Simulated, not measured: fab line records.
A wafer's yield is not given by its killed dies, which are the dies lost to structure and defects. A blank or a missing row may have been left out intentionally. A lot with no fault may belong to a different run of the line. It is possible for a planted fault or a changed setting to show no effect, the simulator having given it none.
fab line records	flow n5Finfet
record: lots: 5	wafers: 15	lastDay: 18
route steps=1938 shown GATE_CUT@490 BEOL_M4@1111 PASSIVATION@1936
lots untouched by any fault: they come from a run of this same line in which no faults occurred
startH: hours from the record's opening day to when the first of the lot's shown wafers began	waitH: hours since the lot's step before	" repeats the value in the row above	L1.1+2: one row covering several wafers at once	- value missing, or start not given	* or withheld: withheld	< > ~ a bound
route shown NAME@n: NAME is a module with steps in the file, n the number in the route of the first one	usual: mean/standard deviation of fault-free wafers	same: alike in all rows	chamber/n: place in a boat	sites: the reading at each site	_std_site: how widely they spread, as a standard deviation	_edge_site: inner sites' mean taken away from outer sites' mean	radiusMm: how far each site lies from the wafer's centre	mask NAME#n: copy n	behind: tool/chamber where the wafer was last shaped	hold: why the lot went on hold/how many hours it stayed there/how the hold came to an end	device: transistor that didn't switch, given as n, p or np	end of line: the same wafers' tests at the end of the route	a step without rows: its recipe alone	killed: dies lost to structure and defects at the first sort, not the wafer's yield	map: per-die view of a wafer (x killed, . not killed, _ where there is no die)
set.NAME: the setting the step ran with; set.NAME@STEP: the setting that earlier step ran with	model.NAME: the simulator's own value behind a step, which no gauge read
a table for each step, a row for each wafer; lots at some steps of the route
== steps ==
step: N5_GATE_CUT_DESCUM_18
recipe: chemistry: O2	timeS: 7	sourcePowerW: 50	biasPowerW: 20	pressureMtorr: 20	rfFrequencyHz: 2.712e+07	tempC: 40	resist: CAR-EUV	o2FlowSccm: 225
step: N5_GATE_CUT_ETCH_28
recipe: chemistry: N2/H2	target: underlayer	targetDepthA: 130	maskMaterial: CAR-EUV	timeS: 10.4	ionEnergyEv: 200	pressureMtorr: 30	sourceW: 840	biasW: 150	n2FlowSccm: 200	h2FlowSccm: 200	ends: cleared
step: N5_GATE_CUT_ETCH_36
recipe: chemistry: CF4	target: SiARC	targetDepthA: 130	maskMaterial: CAR-EUV	timeS: 21.7	ionEnergyEv: 80	pressureMtorr: 40	sourceW: 545	biasW: 36	Ar_flow_sccm: 100	cf4FlowSccm: 100	ends: cleared
step: N5_GATE_CUT_ETCH_37
recipe: chemistry: N2/H2	target: SOC	targetDepthA: 600	overetchA: 120	maskMaterial: SiARC	tempC: 40	timeS: 90	ionEnergyEv: 200	pressureMtorr: 30	sourceW: 840	biasW: 150	n2FlowSccm: 200	h2FlowSccm: 200
step: N5_GATE_CUT_STRIP_38
recipe: chemistry: N2/H2	tempC: 40	n2FlowSccm: 200	h2FlowSccm: 200	rfFrequencyHz: 6e+07
step: N5_GATE_CUT_STRIP_39
recipe: chemistry: N2/H2	tempC: 40	n2FlowSccm: 200	h2FlowSccm: 200	rfFrequencyHz: 6e+07
step: N5_GATE_CUT_HM_OPEN_40
recipe: chemistry: C4F6/O2	target: SiO2	maskMaterial: SiARC	targetDepthA: 1390	timeS: 85.1	ionEnergyEv: 250	pressureMtorr: 30	sourceW: 345	biasW: 185	Ar_flow_sccm: 300	C4F6_flow_sccm: 10	O2_flow_sccm: 10	ends: cleared
step: N5_GATE_CUT_STRIP_41
recipe: chemistry: CF4	resist: SiARC	powerW: 300	biasPowerW: 75	pressureMtorr: 50	cf4FlowSccm: 150	rfFrequencyHz: 6e+07
step: N5_GATE_CUT_STRIP_42
recipe: chemistry: O2	powerW: 400	tempC: 40	pressureMtorr: 30	rfFrequencyHz: 6e+07	biasPowerW: 0	overashFraction: 0.3	o2FlowSccm: 225
step: N5_GATE_CUT_ETCH_19
recipe: chemistry: CH3F/O2	target: SiNx	maskMaterial: SiO2	targetDepthA: 537	timeS: 76.7	pressureMtorr: 30	sourceW: 395	biasW: 73	Ar_flow_sccm: 150	CH3F_flow_sccm: 30	O2_flow_sccm: 20	ionEnergyEv: 120	ends: cleared
step: N5_GATE_CUT_CUT_ETCH_53
recipe: chemistry: SF6/Cl2	target: W	maskMaterial: SiO2	targetDepthA: 792	pressureMtorr: 8	icpW: 900	biasW: 80	SF6_flow_sccm: 40	Cl2_flow_sccm: 60	ends: cleared
step: N5_GATE_CUT_CUT_ETCH_54
recipe: chemistry: Cl2/BCl3	target: TiN	maskMaterial: SiO2	targetDepthA: 967	pressureMtorr: 10	icpW: 1000	biasW: 126	Cl2_flow_sccm: 53.25	bcl3FlowSccm: 21.75	Ar_flow_sccm: 25	ends: cleared
usual: bcl3FlowSccm: 21.76/0.062	biasW: 126.0/0.38	drypumpMotorCurrentA: 5.8/0.34	etchRfOnTimeS: 36.9/0.36	mfcArSccm: 25.01/0.082	oesProductAu: 0.72/0.11	throttleValvePct: 22.27/0.15
lot.wafer	tool	chamber	startH	waitH	bcl3FlowSccm	biasW	drypumpMotorCurrentA	etchRfOnTimeS	mfcArSccm	oesProductAu	rfHoursCounterH	throttleValvePct
L226.2	rieMetal-01	1	127.70	0.1	21.70	126.3	6.2	36.9	25.07	0.59	-	22.18
L226.3	"	1	"	"	21.73	126.5	6.3	37.3	25.07	0.58	-	22.19
L226.5	"	1	"	"	21.77	126.2	6.2	37.0	25.23	0.58	-	22.18
L231.2	rieMetal-03	1	155.83	0.0	21.79	125.6	5.6	36.8	25.02	0.82	5	22.15
L231.3	"	1	"	"	21.69	125.7	5.6	36.8	25.06	0.82	-	22.13
L231.6	"	1	"	"	21.67	125.5	5.6	37.0	24.88	0.82	-	22.15
L237.4	rieMetal-01	0	192.84	0.0	-	-	-	-	-	-	-	-
L237.5	"	1	"	"	-	-	-	-	-	-	-	-
L237.6	"	0	"	"	-	-	-	-	-	-	-	-
L236.2	rieMetal-01	0	194.73	0.0	-	-	-	-	-	-	-	-
L236.3	"	1	"	"	-	-	-	-	-	-	-	-
L236.5	"	0	"	"	-	-	-	-	-	-	-	-
L238.1	rieMetal-01	0	200.38	0.0	-	-	-	-	-	-	-	-
L238.2	"	1	"	"	-	-	-	-	-	-	-	-
L238.5	"	1	"	"	-	-	-	-	-	-	-	-
step: N5_GATE_CUT_CUT_ETCH_55
recipe: chemistry: BCl3	target: HfO2	maskMaterial: SiO2	targetDepthA: 32	ionEnergyEv: 30	pressureMtorr: 5	icpW: 450	biasW: 18	bcl3FlowSccm: 80
usual: bcl3FlowSccm: 80.01/0.21	biasW: 18.00/0.05	drypumpMotorCurrentA: 5.8/0.34	oesProductAu: 0.80/0.12	throttleValvePct: 33.02/0.26
lot.wafer	tool	chamber	startH	waitH	bcl3FlowSccm	biasW	drypumpMotorCurrentA	oesProductAu	rfHoursCounterH	throttleValvePct
L226.2	rieMetal-01	1	127.81	0.1	80.22	17.94	6.2	0.64	-	32.81
L226.3	"	1	"	"	80.26	17.97	6.2	0.65	-	32.81
L226.5	"	1	"	"	80.22	18.03	6.2	0.65	-	32.80
L231.2	rieMetal-03	1	155.89	0.0	80.12	17.98	5.6	0.91	5	32.64
L231.3	"	1	"	"	80.45	17.98	5.6	0.91	-	32.67
L231.6	"	1	"	"	80.39	18.05	5.6	0.91	-	32.64
L237.4	rieMetal-01	0	192.89	0.0	79.66	17.98	6.1	0.35	-	33.01
L237.5	"	1	"	"	80.39	17.96	6.2	0.24	-	32.82
L237.6	"	0	"	"	79.55	18.02	6.1	0.35	-	33.03
L236.2	rieMetal-01	0	194.79	0.0	79.90	17.98	6.1	0.34	5	33.01
L236.3	"	1	"	"	80.12	17.95	6.3	0.24	-	32.81
L236.5	"	0	"	"	79.98	17.98	6.1	0.34	-	33.02
L238.1	rieMetal-01	0	200.44	0.0	79.85	17.94	6.1	0.33	5	33.02
L238.2	"	1	"	"	79.88	18.03	6.2	0.24	106	32.81
L238.5	"	1	"	"	80.06	18.05	6.2	0.24	-	32.81
step: N5_GATE_CUT_ETCH_47
recipe: chemistry: Cl2/BCl3	target: SiO2	targetDepthA: 100	pressureMtorr: 10	icpW: 1000	biasW: 126	Cl2_flow_sccm: 53.25	bcl3FlowSccm: 21.75	Ar_flow_sccm: 25
step: N5_BEOL_M4_RC_MEAS_101
usual: DIBL_N: 36.3/1.6	DIBL_P: 36.5/1.6	IOFF_N: 0.163/0.026	IOFF_P: 0.22/0.033	ION_N: 676/9.9	ION_P: 464/6.5	SS_N: 71.5/0.5	SS_P: 73.3/0.64	VT_N: 249.3/2.9	VT_P: -250/3.2
lot.wafer	tool	chamber	startH	waitH	DIBL_N[mV/V]	DIBL_P[mV/V]	IOFF_N[nA/um]	IOFF_P[nA/um]	ION_N[uA/um]	ION_P[uA/um]	SS_N[mV/dec]	SS_P[mV/dec]	VT_N[mV]	VT_P[mV]
L226.2	prober-01	0	225.02	0.5	37.6	37.2	0.177	0.27	676	470	71.9	73.7	249.2	-244
L226.3	"	0	"	"	38.8	38.8	0.200	0.31	682	468	72.0	73.7	247.6	-244
L226.5	"	0	"	"	37.2	36.7	0.164	0.27	666	466	72.2	73.2	250.9	-244
L231.2	prober-01	0	260.99	0.2	35.4	34.1	0.133	0.18	672	458	71.2	73.2	250.0	-254
L231.3	"	0	"	"	36.5	35.3	0.158	0.20	678	459	70.6	72.9	247.9	-253
L231.6	"	0	"	"	36.1	35.0	0.145	0.20	672	461	70.6	73.3	249.6	-252
step: N5_PASSIVATION_PROBE_49
usual: defectLimitedYield: 91.2/1.5	killed_at_M0_to_M3: 32/9.6	killed_at_M4_up: 13/5.3	killedAtContacts: 13/6.7	killedAtFrontEnd: 42/11	killedAtOther: 3.8/2.9	killedDies: 103/17	killedOnRim: 14/4.4	killedOpen: 67/13	killedShort: 35/7.9	sort_bin_5_function: 5.2/0.94	sort_bin_6_memory: 3.3/0.64	sortNPass: 1077/17	sortYieldPct: 91.2/1.5
same: grossDies: 1180	killedAtBackSide: 0	sort_bin_4_leakage[%]: 0	sort_bin_8_speed[%]: 0
lot.wafer	tool	chamber	startH	waitH	defectLimitedYield[%]	killed_at_M0_to_M3	killed_at_M4_up	killedAtContacts	killedAtFrontEnd	killedAtOther	killedDies	killedOnRim	killedOpen	killedShort	sort_bin_5_function[%]	sort_bin_6_memory[%]	sortNPass	sortYieldPct[%]
L236.2	prober-02	-	412.32	0.1	0	22	11	15	1131	1	1180	152	58	22	97.8	2.0	0	0
L236.3	prober-02	-	412.37	0.1	0	29	11	5	1134	1	1180	152	63	28	96.3	3.6	0	0
L236.5	prober-02	-	412.47	0.2	0	33	13	10	1124	0	1180	152	49	28	96.9	2.6	0	0
L237.4	prober-02	-	414.81	0.2	0	33	13	27	1105	2	1180	152	80	44	95.8	3.7	0	0
L237.5	prober-02	-	414.86	0.2	0	32	11	23	1110	4	1180	152	77	25	96.6	3.2	0	0
L237.6	prober-02	-	414.91	0.3	0	41	9	25	1102	3	1180	152	78	43	96.1	3.6	0	0
L238.1	prober-02	-	424.52	0.0	0	31	17	17	1114	1	1180	152	66	38	96.3	3.1	0	0
L238.2	prober-02	-	424.57	0.1	0	24	20	15	1120	1	1180	152	60	25	97.1	2.7	0	0
L238.5	prober-02	-	424.72	0.2	0	28	26	13	1106	7	1180	152	66	56	95.5	3.7	0	0
killed by level:class
L236.2 GATE_CUT:areaEtch=1100 MOL_CONTACT_COAG:geometricParticle:open=11 DUMMY_GATE:geometricParticle:open=7 BEOL_M4:geometricParticle:open=7 STI_FIN_REVEAL:geometricParticle:open=5 BEOL_M0_SAQP:geometricParticle:open=5 GATE_CUT:geometricParticle:open=4 MOL_CONTACT_COAG:geometricParticle:short=4
L236.3 GATE_CUT:areaEtch=1089 DUMMY_GATE:geometricParticle:open=10 BEOL_M0_SAQP:geometricParticle:open=9 STI_FIN_REVEAL:geometricParticle:open=8 GATE_CUT:geometricParticle:open=6 GATE_CUT:geometricParticle:short=6 BEOL_M0_SAQP:geometricParticle:short=6 BEOL_M2:geometricParticle:open=6
L236.5 GATE_CUT:areaEtch=1102 BEOL_M0_SAQP:geometricParticle:open=16 BEOL_M0_SAQP:geometricParticle:short=12 MOL_CONTACT_COAG:geometricParticle:open=7 FIN_SAQP:geometricParticle:open=5 GATE_CUT:geometricParticle:short=4 BEOL_M4:geometricParticle:open=4 FIN_SAQP:geometricParticle:short=3
L237.4 GATE_CUT:areaEtch=1055 MOL_CONTACT_COAG:geometricParticle:open=21 FIN_SAQP:geometricParticle:short=15 STI_FIN_REVEAL:geometricParticle:open=12 FIN_SAQP:geometricParticle:open=9 BEOL_M2:geometricParticle:open=8 BEOL_M0_SAQP:geometricParticle:short=8 BEOL_M1:geometricParticle:open=7
L237.5 GATE_CUT:areaEtch=1076 MOL_CONTACT_COAG:geometricParticle:open=19 STI_FIN_REVEAL:geometricParticle:open=12 FIN_SAQP:geometricParticle:open=8 BEOL_M2:geometricParticle:open=7 BEOL_M0_SAQP:geometricParticle:open=7 BEOL_M0_SAQP:geometricParticle:short=6 BEOL_M4:geometricParticle:open=5
L237.6 GATE_CUT:areaEtch=1056 MOL_CONTACT_COAG:geometricParticle:open=16 FIN_SAQP:geometricParticle:open=15 BEOL_M2:geometricParticle:open=13 FIN_SAQP:geometricParticle:short=10 MOL_CONTACT_COAG:geometricParticle:short=9 BEOL_M0_SAQP:geometricParticle:short=6 GATE_CUT:geometricParticle:short=5
L238.1 GATE_CUT:areaEtch=1075 FIN_SAQP:geometricParticle:open=13 MOL_CONTACT_COAG:geometricParticle:open=9 MOL_CONTACT_COAG:geometricParticle:short=8 FIN_SAQP:geometricParticle:short=7 BEOL_M2:geometricParticle:open=7 DUMMY_GATE:geometricParticle:open=6 BEOL_M0_SAQP:geometricParticle:short=6
L238.2 GATE_CUT:areaEtch=1093 MOL_CONTACT_COAG:geometricParticle:open=11 BEOL_M4:geometricParticle:open=8 BEOL_M0_SAQP:geometricParticle:open=8 FIN_SAQP:geometricParticle:short=7 FIN_SAQP:geometricParticle:open=6 BEOL_M5:geometricParticle:open=6 MOL_CONTACT_COAG:geometricParticle:short=4
L238.5 GATE_CUT:areaEtch=1056 FIN_SAQP:geometricParticle:short=15 FIN_SAQP:geometricParticle:open=11 MOL_CONTACT_COAG:geometricParticle:open=10 BEOL_M4:geometricParticle:open=8 BEOL_M2:geometricParticle:short=7 GATE_CUT:geometricParticle:short=6 BEOL_M0_SAQP:geometricParticle:open=6
map L236.2 (x killed, . not)
_________________xxxxxxxxxxxx________________
______________xxxxxxxxxxxxxxxxxx_____________
___________xxxxxxxxxxxxxxxxxxxxxxxx__________
__________xxxxxxxxxxxxxxxxxxxxxxxxxx_________
________xxxxxxxxxxxxxxxxxxxxxxxxxxxxxx_______
_______xxxxxxxxxxxxxxxxxxxxxxxxxxxxxxxx______
______xxxxxxxxxxxxxxxxxxxxxxxxxxxxxxxxxx_____
_____xxxxxxxxxxxxxxxxxxxxxxxxxxxxxxxxxxxx____
____xxxxxxxxxxxxxxxxxxxxxxxxxxxxxxxxxxxxxx___
___xxxxxxxxxxxxxxxxxxxxxxxxxxxxxxxxxxxxxxxx__
___xxxxxxxxxxxxxxxxxxxxxxxxxxxxxxxxxxxxxxxx__
__xxxxxxxxxxxxxxxxxxxxxxxxxxxxxxxxxxxxxxxxxx_
__xxxxxxxxxxxxxxxxxxxxxxxxxxxxxxxxxxxxxxxxxx_
_xxxxxxxxxxxxxxxxxxxxxxxxxxxxxxxxxxxxxxxxxxxx
_xxxxxxxxxxxxxxxxxxxxxxxxxxxxxxxxxxxxxxxxxxxx
_xxxxxxxxxxxxxxxxxxxxxxxxxxxxxxxxxxxxxxxxxxxx
_xxxxxxxxxxxxxxxxxxxxxxxxxxxxxxxxxxxxxxxxxxxx
_xxxxxxxxxxxxxxxxxxxxxxxxxxxxxxxxxxxxxxxxxxxx
_xxxxxxxxxxxxxxxxxxxxxxxxxxxxxxxxxxxxxxxxxxxx
_xxxxxxxxxxxxxxxxxxxxxxxxxxxxxxxxxxxxxxxxxxxx
_xxxxxxxxxxxxxxxxxxxxxxxxxxxxxxxxxxxxxxxxxxxx
__xxxxxxxxxxxxxxxxxxxxxxxxxxxxxxxxxxxxxxxxxx_
__xxxxxxxxxxxxxxxxxxxxxxxxxxxxxxxxxxxxxxxxxx_
___xxxxxxxxxxxxxxxxxxxxxxxxxxxxxxxxxxxxxxxx__
___xxxxxxxxxxxxxxxxxxxxxxxxxxxxxxxxxxxxxxxx__
____xxxxxxxxxxxxxxxxxxxxxxxxxxxxxxxxxxxxxx___
_____xxxxxxxxxxxxxxxxxxxxxxxxxxxxxxxxxxxx____
______xxxxxxxxxxxxxxxxxxxxxxxxxxxxxxxxxx_____
_______xxxxxxxxxxxxxxxxxxxxxxxxxxxxxxxx______
________xxxxxxxxxxxxxxxxxxxxxxxxxxxxxx_______
__________xxxxxxxxxxxxxxxxxxxxxxxxxx_________
___________xxxxxxxxxxxxxxxxxxxxxxxx__________
______________xxxxxxxxxxxxxxxxxx_____________
_________________xxxxxxxxxxxx________________
map L237.4 (x killed, . not)
_________________xxxxxxxxxxxx________________
______________xxxxxxxxxxxxxxxxxx_____________
___________xxxxxxxxxxxxxxxxxxxxxxxx__________
__________xxxxxxxxxxxxxxxxxxxxxxxxxx_________
________xxxxxxxxxxxxxxxxxxxxxxxxxxxxxx_______
_______xxxxxxxxxxxxxxxxxxxxxxxxxxxxxxxx______
______xxxxxxxxxxxxxxxxxxxxxxxxxxxxxxxxxx_____
_____xxxxxxxxxxxxxxxxxxxxxxxxxxxxxxxxxxxx____
____xxxxxxxxxxxxxxxxxxxxxxxxxxxxxxxxxxxxxx___
___xxxxxxxxxxxxxxxxxxxxxxxxxxxxxxxxxxxxxxxx__
___xxxxxxxxxxxxxxxxxxxxxxxxxxxxxxxxxxxxxxxx__
__xxxxxxxxxxxxxxxxxxxxxxxxxxxxxxxxxxxxxxxxxx_
__xxxxxxxxxxxxxxxxxxxxxxxxxxxxxxxxxxxxxxxxxx_
_xxxxxxxxxxxxxxxxxxxxxxxxxxxxxxxxxxxxxxxxxxxx
_xxxxxxxxxxxxxxxxxxxxxxxxxxxxxxxxxxxxxxxxxxxx
_xxxxxxxxxxxxxxxxxxxxxxxxxxxxxxxxxxxxxxxxxxxx
_xxxxxxxxxxxxxxxxxxxxxxxxxxxxxxxxxxxxxxxxxxxx
_xxxxxxxxxxxxxxxxxxxxxxxxxxxxxxxxxxxxxxxxxxxx
_xxxxxxxxxxxxxxxxxxxxxxxxxxxxxxxxxxxxxxxxxxxx
_xxxxxxxxxxxxxxxxxxxxxxxxxxxxxxxxxxxxxxxxxxxx
_xxxxxxxxxxxxxxxxxxxxxxxxxxxxxxxxxxxxxxxxxxxx
__xxxxxxxxxxxxxxxxxxxxxxxxxxxxxxxxxxxxxxxxxx_
__xxxxxxxxxxxxxxxxxxxxxxxxxxxxxxxxxxxxxxxxxx_
___xxxxxxxxxxxxxxxxxxxxxxxxxxxxxxxxxxxxxxxx__
___xxxxxxxxxxxxxxxxxxxxxxxxxxxxxxxxxxxxxxxx__
____xxxxxxxxxxxxxxxxxxxxxxxxxxxxxxxxxxxxxx___
_____xxxxxxxxxxxxxxxxxxxxxxxxxxxxxxxxxxxx____
______xxxxxxxxxxxxxxxxxxxxxxxxxxxxxxxxxx_____
_______xxxxxxxxxxxxxxxxxxxxxxxxxxxxxxxx______
________xxxxxxxxxxxxxxxxxxxxxxxxxxxxxx_______
__________xxxxxxxxxxxxxxxxxxxxxxxxxx_________
___________xxxxxxxxxxxxxxxxxxxxxxxx__________
______________xxxxxxxxxxxxxxxxxx_____________
_________________xxxxxxxxxxxx________________
== key ==
firstSign: step: N5_GATE_CUT_CUT_ETCH_54	reading: toolRecord	direction: missing
effect: step: N5_GATE_CUT_CUT_ETCH_55	reading: oesProductAu	direction: down	sigmas: 4.1	usual: 0.80	struck: 0.30
effect: step: N5_PASSIVATION_PROBE_49	reading: sort_bin_5_function	direction: up	sigmas: 97	usual: 5.2	struck: 96.5
moreKillsBornAt: N5_GATE_CUT_CUT_ETCH_54@rieMetal-01: 9702
metAt N5_GATE_CUT_CUT_ETCH_54
struckWafers L236.2,L236.3,L236.5,L237.4,L237.5,L237.6,L238.1,L238.2,L238.5
laterRowsLeftOut L236.2,L236.3,L236.5,L237.4,L237.5,L237.6,L238.1,L238.2,L238.5
onsetBetween 127.70 192.84
fault: kind: skippedStepWhole	tool: rieMetal-01	chamber: -	onsetH: 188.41	steps: N5_GATE_CUT_CUT_ETCH_54	scope: struckLotsOnly
laterRowsLeftOut: the simulator's readings of these wafers behind a module that went badly wrong aren't trusted and aren't shown, but for the sort
